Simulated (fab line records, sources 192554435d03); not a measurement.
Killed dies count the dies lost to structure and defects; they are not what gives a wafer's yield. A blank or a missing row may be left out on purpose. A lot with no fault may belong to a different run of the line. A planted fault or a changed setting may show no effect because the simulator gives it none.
fab line records	flow n5Finfet
record: lots: 7	wafers: 39
route steps=1938 shown WELL_APT@55 FIN_SAQP@125 STI_FIN_REVEAL@190 HKMG_FIN@438 MOL_CONTACT_COAG@581
startH: the number of hours between the record's first day and the start of the first shown wafer of the lot	waitH: hours from the lot's prior step to this one	" the same as in the row above	L1.1+2: several wafers, shown together as one row	- no value, or no start was given	* or withheld: withheld	< > ~ a bound
route shown NAME@n: NAME is a module with steps in the file, n the number in the route of the first one	usual: mean and standard deviation over wafers with no fault	same: alike in all rows	chamber/n: place in a boat	sites: each site's reading	_std_site: the standard deviation of these	_edge_site: inner sites' mean taken away from outer sites' mean	radiusMm: for every site, how far away it sits from the centre of the wafer	mask NAME#n: copy n	behind: the most recent tool/chamber to have shaped the wafer	hold: the reason the lot was held/the length of the hold in hours/how it ended	device: the transistor (n, p or np) that didn't switch	end of line: tests run on the same wafers once the route is complete	a step given without rows: its recipe and nothing more	killed: count of dies lost to structure and defects at first sort (not the wafer's yield)	map: dies across one wafer; x = killed, . = not, _ = none there
set.NAME: the run value of the setting; set.NAME@STEP: its run value at that earlier step	model.NAME: the simulator's own value behind a step, which no gauge read
lots run with intentionally changed settings; tables by step, rows by wafer
== steps ==
step: N5_WELL_APT_EPI_41
recipe: material: Si	targetThkA: 500	tempC: 650	precursor: SiH4/H2	pressureTorr: 20	timeS: 297.7
lot.wafer	tool	chamber	startH	waitH	set.timeS	model.Si_of_WELL_APT_EPI_41.thkNm
L078.1	epiRpcvd-02	0	39.85	0.0	297.7	49.81
L078.2	"	0	"	"	297.7	49.86
L078.5	"	0	"	"	297.7	50.14
L082.1	epiRpcvd-01	0	64.25	0.0	297.7	50.75
L082.2	"	0	"	"	282.9	48.29
L082.3	"	0	"	"	282.9	48.02
L082.4	"	0	"	"	282.9	48.62
L082.5	"	0	"	"	297.7	50.66
L082.6	"	0	"	"	297.7	49.96
L083.1	epiRpcvd-02	0	69.94	0.0	320	53.67
L083.2	"	0	"	"	297.7	49.89
L083.3	"	0	"	"	320	53.37
L083.4	"	0	"	"	297.7	50.64
L083.5	"	0	"	"	297.7	50.08
L083.6	"	0	"	"	320	53.09
L089.1	epiRpcvd-01	0	106.82	0.0	297.7	49.91
L089.2	"	0	"	"	304.2	50.99
L089.3	"	0	"	"	304.2	50.94
L089.4	"	0	"	"	297.7	49.22
L089.5	"	0	"	"	304.2	50.6
L089.6	"	0	"	"	297.7	49.32
L092.1	epiRpcvd-03	0	124.07	0.0	297.7	50.39
L092.2	"	0	"	"	297.7	51.18
L092.3	"	0	"	"	297.7	49.67
L092.4	"	0	"	"	297.7	50.28
L092.5	"	0	"	"	297.7	50.23
L092.6	"	0	"	"	297.7	50.59
L094.1	epiRpcvd-03	0	136.98	0.6	297.7	49.9
L094.2	"	0	"	"	297.7	49.96
L094.3+4	"	0	"	"	297.7	49.97
L094.5	"	0	"	"	297.7	50.53
L094.6	"	0	"	"	297.7	49.8
L095.1	epiRpcvd-02	0	142.66	0.0	320.5	54.65
L095.2	"	0	"	"	297.7	51.07
L095.3	"	0	"	"	320.5	54.74
L095.4	"	0	"	"	297.7	51.27
L095.5	"	0	"	"	297.7	51.21
L095.6	"	0	"	"	320.5	55.16
step: N5_FIN_SAQP_SPACER1_ALD_24
recipe: material: SiO2	targetThkA: 203	tempC: 300	aldPrecursorFamily: BDEAS	aldCoReactant: O2-plasma	pulseTimeS: 1	purgeTimeS: 2	coReactantPurgeTimeS: 2	aldCycles: 218	pressureTorr: 2
lot.wafer	tool	chamber	startH	waitH	set.aldCycles	model.SiO2_of_FIN_SAQP_SPACER1_ALD_24.thkNm
L078.1+5	aldSin-04	1	46.85	0.9	218	20.2
L078.2	"	0	"	"	218	20.4
L082.1+4+6	aldSin-04	1,3,3	70.66	0.3	218	20.4
L082.2+3+5	"	2,0,0	"	"	199	18.6
L083.1	aldSin-03	1	77.22	0.3	256	24
L083.2	"	2	"	"	218	20.4
L083.3+4	"	3,0	"	"	218	20.2
L083.5+6	"	2,1	"	"	256	23.8
L089.1+3+6	aldSin-03	3,1,3	114.40	0.8	193	18
L089.2+4+5	"	0,2,0	"	"	218	20.4
L092.1	aldSin-03	2	130.62	0.4	218	20.4
L092.2+6	"	3,2	"	"	243	22.6
L092.3	"	0	"	"	243	22.4
L092.4+5	"	1,3	"	"	218	20.2
L094.1+5+6	aldSin-02	3,2,1	145.58	1.7	198	18.4
L094.2+4	"	0,2	"	"	218	20.4
L094.3	"	1	"	"	218	20.2
L095.1+4+6	aldSin-02	3,2,3	150.58	0.3	236	22
L095.2+3	"	0,1	"	"	218	20.2
L095.5	"	2	"	"	218	20.4
step: N5_FIN_SAQP_SPACER1_ETCHBACK_25
recipe: chemistry: CHF3/O2	mode: anisotropicEtchback	target: SiO2	targetDepthA: 244	timeS: 12.2	pressureMtorr: 30	sourceW: 650	biasW: 170	Ar_flow_sccm: 200	CHF3_flow_sccm: 50	O2_flow_sccm: 5	ionEnergyEv: 200
step: N5_FIN_SAQP_MANDREL1_REMOVE_56
recipe: chemistry: HBr/Cl2/O2	btTimeS: 10	target: a-Si	stopOn: SiNx	endpoint: OES-SiCl	overEtchFrac: 1	icpW: 600	biasW: 22	HBr_flow_sccm: 150	Cl2_flow_sccm: 80	O2_flow_sccm: 5	pressureMtorr: 10
lot.wafer	tool	chamber	startH	waitH	set.aldCycles@FIN_SAQP_SPACER1_ALD_24	model.FIN_SAQP.cdNm
L078.1+5	rieSi-04	0	47.96	0.1	218	20.2
L078.2	"	1	"	"	218	20.4
L082.1+4+6	rieSi-05	2,1,0	71.68	0.1	218	20.4
L082.2+3+5	"	3,0,3	"	"	199	18.6
L083.1+6	rieSi-04	2,3	78.02	0.1	256	24
L083.2	"	1	"	"	218	20.4
L083.3+4	"	0,3	"	"	218	20.2
L083.5	"	2	"	"	256	23.8
L089.1+3+6	rieSi-05	2,1,0	115.21	0.1	193	18
L089.2	"	0	"	"	218	20.2
L089.4+5	"	3,1	"	"	218	20.4
L092.1+4+5	rieSi-05	3,2,1	131.43	0.1	218	20.4
L092.2+6	"	1,2	"	"	243	22.6
L092.3	"	0	"	"	243	22.4
L094.1+6	rieSi-05	2,1	146.38	0.1	198	18.4
L094.2	"	1	"	"	218	20.2
L094.3+4	"	3,0	"	"	218	20.4
L094.5	"	2	"	"	198	18.6
L095.1+4	rieSi-06	2,1	151.43	0.1	236	22.2
L095.2+5	"	3,1	"	"	218	20.4
L095.3	"	0	"	"	218	20.2
L095.6	"	0	"	"	236	22
step: N5_FIN_SAQP_CD_MEAS_27
recipe: targetCdNm: 20	landingEnergyEv: 1000	detector: seInlens	polarity: line
usual: cdNm: 20.31/0.23
lot.wafer	tool	chamber	startH	waitH	set.aldCycles@FIN_SAQP_SPACER1_ALD_24	cdNm
L078.1	cdSem-02	0	48.07	0.1	218	19.76
L078.2	"	0	"	"	218	20.47
L078.5	"	0	"	"	218	20.59
L082.1	cdSem-03	0	71.79	0.1	218	20.44
L082.2	"	0	"	"	199	18.56
L082.3	"	0	"	"	199	18.31
L082.4	"	0	"	"	218	20.15
L082.5	"	0	"	"	199	19.20
L082.6	"	0	"	"	218	20.36
L083.1	cdSem-02	0	78.13	0.1	256	23.92
L083.2	"	0	"	"	218	20.43
L083.3	"	0	"	"	218	20.48
L083.4	"	0	"	"	218	20.00
L083.5	"	0	"	"	256	23.99
L083.6	"	0	"	"	256	23.97
L089.1	cdSem-03	0	115.32	0.1	193	17.85
L089.2	"	0	"	"	218	19.99
L089.3	"	0	"	"	193	17.63
L089.4	"	0	"	"	218	20.28
L089.5	"	0	"	"	218	20.53
L089.6	"	0	"	"	193	17.95
L092.1	cdSem-02	0	131.54	0.1	218	20.36
L092.2	"	0	"	"	243	22.64
L092.3	"	0	"	"	243	22.66
L092.4	"	0	"	"	218	20.17
L092.5	"	0	"	"	218	20.63
L092.6	"	0	"	"	243	22.60
L094.1	cdSem-02	0	146.49	0.1	198	18.60
L094.2	"	0	"	"	218	20.45
L094.3	"	0	"	"	218	20.59
L094.4	"	0	"	"	218	20.42
L094.5	"	0	"	"	198	18.59
L094.6	"	0	"	"	198	18.10
L095.1	cdSem-02	0	151.54	0.1	236	22.12
L095.2	"	0	"	"	218	20.21
L095.3	"	0	"	"	218	20.17
L095.4	"	0	"	"	236	22.19
L095.5	"	0	"	"	218	20.45
L095.6	"	0	"	"	236	22.39
step: N5_STI_FIN_REVEAL_ETCHBACK_08
recipe: chemistry: C4F6/O2	target: SiO2	targetDepthA: 305	timeS: 10.167	ionEnergyEv: 250	pressureMtorr: 30	sourceW: 345	biasW: 185	Ar_flow_sccm: 300	C4F6_flow_sccm: 10	O2_flow_sccm: 10
lot.wafer	tool	chamber	startH	waitH	set.targetDepthA
L078.1+2+5	rieDiel-01	2,1,2	58.24	0.2	305
L082.1+3+5	rieDiel-05	0,2,1	82.21	0.2	305
L082.2+4+6	"	1,3,0	"	"	334.1
L083.1+4+6	rieDiel-01	2,1,3	88.41	0.2	305
L083.2+3+5	"	0,3,0	"	"	325.5
L089.1+2+3+4+5+6	rieDiel-05	1,2,3,0,1,2	125.12	0.2	305
L092.1+2+3+4+5+6	rieDiel-03	1,0,3,2,1,0	141.77	0.2	305
L094.1+4+5	rieDiel-01	2,0,2	157.87	0.2	279.2
L094.2+3+6	"	3,1,3	"	"	305
L095.1+2+6	rieDiel-05	3,1,0	162.48	0.2	305
L095.3+4+5	"	2,0,1	"	"	262.3
step: N5_STI_FIN_REVEAL_STRIP_24
recipe: chemistry: N2/H2	timeS: 90	powerW: 100	tempC: 40	pressureMtorr: 100	rfFrequencyHz: 6e+07	biasPowerW: 3	n2FlowSccm: 300	h2FlowSccm: 300
step: N5_STI_FIN_REVEAL_PRECLEAN_25
recipe: chemistry: SPM	timeS: 90	tempC: 120	mix: 4:1
step: N5_STI_FIN_REVEAL_SRD_23
recipe: dry: ipaMarangoni	timeS: 30	tempC: 23	rinseLiquid: diw
step: N5_STI_FIN_REVEAL_FIN_H_MEAS_10
usual: trenchDepthNm: 51.8/0.65
lot.wafer	tool	chamber	startH	waitH	set.targetDepthA@STI_FIN_REVEAL_ETCHBACK_08	trenchDepthNm
L078.1	ocd-02	-	61.24	0.0	305	52.5
L078.2	"	-	"	"	305	51.6
L078.5	"	-	"	"	305	52.8
L082.1	ocd-01	-	85.34	0.0	305	52.3
L082.2	"	-	"	"	334.1	56.3
L082.3	"	-	"	"	305	51.9
L082.4	"	-	"	"	334.1	55.4
L082.5	"	-	"	"	305	53.2
L082.6	"	-	"	"	334.1	55.7
L083.1	ocd-02	-	91.75	0.0	305	52.4
L083.2	"	-	"	"	325.5	54.4
L083.3	"	-	"	"	325.5	54.3
L083.4	"	-	"	"	305	51.7
L083.5	"	-	"	"	325.5	54.0
L083.6	"	-	"	"	305	51.9
L089.1	ocd-01	-	128.07	0.0	305	51.4
L089.2	"	-	"	"	305	51.1
L089.3	"	-	"	"	305	51.1
L089.4	"	-	"	"	305	50.8
L089.5	"	-	"	"	305	51.7
L089.6	"	-	"	"	305	50.8
L092.1	ocd-01	-	144.89	0.0	305	51.7
L092.2	"	-	"	"	305	51.8
L092.3	"	-	"	"	305	51.7
L092.4	"	-	"	"	305	50.9
L092.5	"	-	"	"	305	51.0
L092.6	"	-	"	"	305	52.1
L094.1	ocd-02	-	160.82	0.0	279.2	49.2
L094.2	"	-	"	"	305	51.3
L094.3	"	-	"	"	305	50.6
L094.4	"	-	"	"	279.2	48.3
L094.5	"	-	"	"	279.2	49.2
L094.6	"	-	"	"	305	51.2
L095.1	ocd-02	-	165.52	0.0	305	52.6
L095.2	"	-	"	"	305	52.0
L095.3	"	-	"	"	262.3	47.9
L095.4	"	-	"	"	262.3	47.0
L095.5	"	-	"	"	262.3	48.0
L095.6	"	-	"	"	305	51.6
step: N5_HKMG_FIN_ETCH_35
recipe: chemistry: N2/H2	target: SOC	targetDepthA: 2158	ionEnergyEv: 65	biasW: 5	sourceW: 3000	timeS: 243.4	pressureMtorr: 30	n2FlowSccm: 200	h2FlowSccm: 200
usual: rfVppV: 141.6/1.1
lot.wafer	tool	chamber	startH	waitH	set.biasW	rfVppV	model.SOC_of_HKMG_FIN_COAT_29.thkNm	model.etch.depthNm	model.HKMG_FIN.featureDepthNm
L078.1	rieDiel-05	3	103.96	0.0	5	140.6	91.2	210.5	210.6
L078.2	"	2	"	"	5	141.0	91.6	210.3	210.4
L078.5	"	0	"	"	5	141.6	89.2	211	211
L082.1	rieDiel-05	3	130.35	0.0	5	140.4	92.4	207.3	207.2
L082.2	"	0	"	"	5	141.2	89.2	210.3	210.4
L082.3	"	1	"	"	5.805	155.6	67.6	232.1	232.2
L082.4	"	2	"	"	5.805	155.2	73.6	226.2	226.2
L082.5	"	2	"	"	5.805	156.2	74.4	226.2	226.2
L082.6	"	1	"	"	5	140.2	83.6	215.4	215.4
L083.1	rieDiel-01	3	132.41	0.0	4.678	135.2	94.2	206.9	206.8
L083.2	"	0	"	"	4.678	134.5	97.2	203.6	203.6
L083.3	"	1	"	"	4.678	135.8	95.8	204.3	204.2
L083.4	"	0	"	"	5	142.3	90.4	209.9	209.8
L083.5	"	3	"	"	5	143.1	87.2	212.6	212.6
L083.6	"	1	"	"	5	140.6	90	210.3	210.4
L089.1	rieDiel-05	3	168.24	0.0	4.383	130.1	101.8	197.6	197.6
L089.2	"	1	"	"	5	141.1	86	214.1	214.2
L089.3	"	0	"	"	4.383	128.8	102.2	197.9	198
L089.4	"	2	"	"	5	141.6	91.4	209.3	209.2
L089.5	"	1	"	"	4.383	129.3	97.6	202.3	202.4
L089.6	"	0	"	"	5	142.1	91	209.5	209.6
L092.1	rieDiel-01	3	181.74	0.0	5	142.8	89.8	210.3	210.4
L092.2	"	1	"	"	4.335	126.5	107	192.9	193
L092.3	"	2	"	"	4.335	130.2	98.2	201.6	201.6
L092.4	"	1	"	"	4.335	128.0	106.4	194.1	194.2
L092.5	"	2	"	"	5	143.9	86	214.4	214.4
L092.6	"	3	"	"	5	143.0	90	209.5	209.4
L094.1	rieDiel-05	0	199.64	0.0	5	141.2	91.4	208.3	208.4
L094.2	"	2	"	"	5.532	152.0	81.4	219.9	219.8
L094.3	"	1	"	"	5	141.6	84.2	216	216
L094.4	"	3	"	"	5	140.7	92.4	208.5	208.4
L094.5	"	3	"	"	5.532	150.9	80	220.2	220.2
L094.6	"	2	"	"	5.532	151.1	79.8	220.7	220.6
L095.1	rieDiel-03	2	204.49	0.0	5	141.8	90.8	210.1	210
L095.2	"	0	"	"	5.855	157.4	66.2	234.6	234.6
L095.3	"	1	"	"	5.855	157.3	70	231.1	231
L095.4	"	3	"	"	5	141.0	85.2	215.8	215.8
L095.5	"	3	"	"	5	140.5	85	215.6	215.6
L095.6	"	0	"	"	5.855	155.8	69	232	232
step: N5_MOL_CONTACT_COAG_ETCH_91
recipe: chemistry: N2/H2	target: SOC	targetDepthA: 600	overetchA: 210	maskMaterial: SiARC	tempC: 40	timeS: 101.2	ionEnergyEv: 200	pressureMtorr: 30	sourceW: 840	biasW: 150	n2FlowSccm: 200	h2FlowSccm: 200
lot.wafer	tool	chamber	startH	waitH	set.timeS	model.SiARC_of_MOL_CONTACT_COAG_COAT_76.thkNm
L078.1+2+5	rieDiel-03	1,3,0	125.79	0.0	101.2	5.8
L082.1+5	rieDiel-01	2	154.53	0.0	101.2	5.8
L082.2+4	"	3,0	"	"	118.7	5.2
L082.3	"	1	"	"	118.7	5.4
L082.6	"	3	"	"	101.2	6
L083.1+3+6	rieDiel-05	3,1,0	155.55	0.0	125.1	5
L083.2+4+5	"	2,0,3	"	"	101.2	6
L089.1+4	rieDiel-01	3,0	193.18	0.0	92.87	6.2
L089.2	"	2	"	"	101.2	5.8
L089.3+6	"	1	"	"	101.2	6
L089.5	"	2	"	"	92.87	6
L092.1+2+4+5+6	rieDiel-03	1,0,3,1,0	205.31	0.0	101.2	5.8
L092.3	"	2	"	"	101.2	6
L094.1	rieDiel-03	3	220.57	0.0	113.6	5.2
L094.2+5	"	1,3	"	"	101.2	5.8
L094.3+6	"	0,2	"	"	113.6	5.4
L094.4	"	2	"	"	101.2	6
L095.1+3	rieDiel-05	2,0	227.40	0.0	123.3	5
L095.2+5+6	"	3,0,3	"	"	101.2	6
L095.4	"	1	"	"	123.3	4.8
== key ==
split: step: N5_WELL_APT_EPI_41	setting: timeS	stated: 297.7	by: wafer
response: step: N5_WELL_APT_EPI_41	reading: model.Si_of_WELL_APT_EPI_41.thkNm	change: +0.454	per: 1%	r: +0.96
split: step: N5_FIN_SAQP_SPACER1_ALD_24	setting: aldCycles	stated: 218	by: wafer
response: step: N5_FIN_SAQP_SPACER1_ALD_24	reading: model.SiO2_of_FIN_SAQP_SPACER1_ALD_24.thkNm	change: +0.206	per: 1%	r: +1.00
response: step: N5_FIN_SAQP_MANDREL1_REMOVE_56	reading: model.FIN_SAQP.cdNm	change: +0.205	per: 1%	r: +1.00
response: step: N5_FIN_SAQP_CD_MEAS_27	reading: cdNm	change: +0.21	per: 1%	r: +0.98
split: step: N5_STI_FIN_REVEAL_ETCHBACK_08	setting: targetDepthA	stated: 305	by: wafer
response: step: N5_STI_FIN_REVEAL_FIN_H_MEAS_10	reading: trenchDepthNm	change: +0.314	per: 1%	r: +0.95
split: step: N5_HKMG_FIN_ETCH_35	setting: biasW	stated: 5	by: wafer
response: step: N5_HKMG_FIN_ETCH_35	reading: rfVppV	change: +0.979	per: 1%	r: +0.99
response: step: N5_HKMG_FIN_ETCH_35	reading: model.SOC_of_HKMG_FIN_COAT_29.thkNm	change: -1.02	per: 1%	r: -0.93
response: step: N5_HKMG_FIN_ETCH_35	reading: model.etch.depthNm	change: +1.04	per: 1%	r: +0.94
response: step: N5_HKMG_FIN_ETCH_35	reading: model.HKMG_FIN.featureDepthNm	change: +1.04	per: 1%	r: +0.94
split: step: N5_MOL_CONTACT_COAG_ETCH_91	setting: timeS	stated: 101.2	by: wafer
response: step: N5_MOL_CONTACT_COAG_ETCH_91	reading: model.SiARC_of_MOL_CONTACT_COAG_COAT_76.thkNm	change: -0.0422	per: 1%	r: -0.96
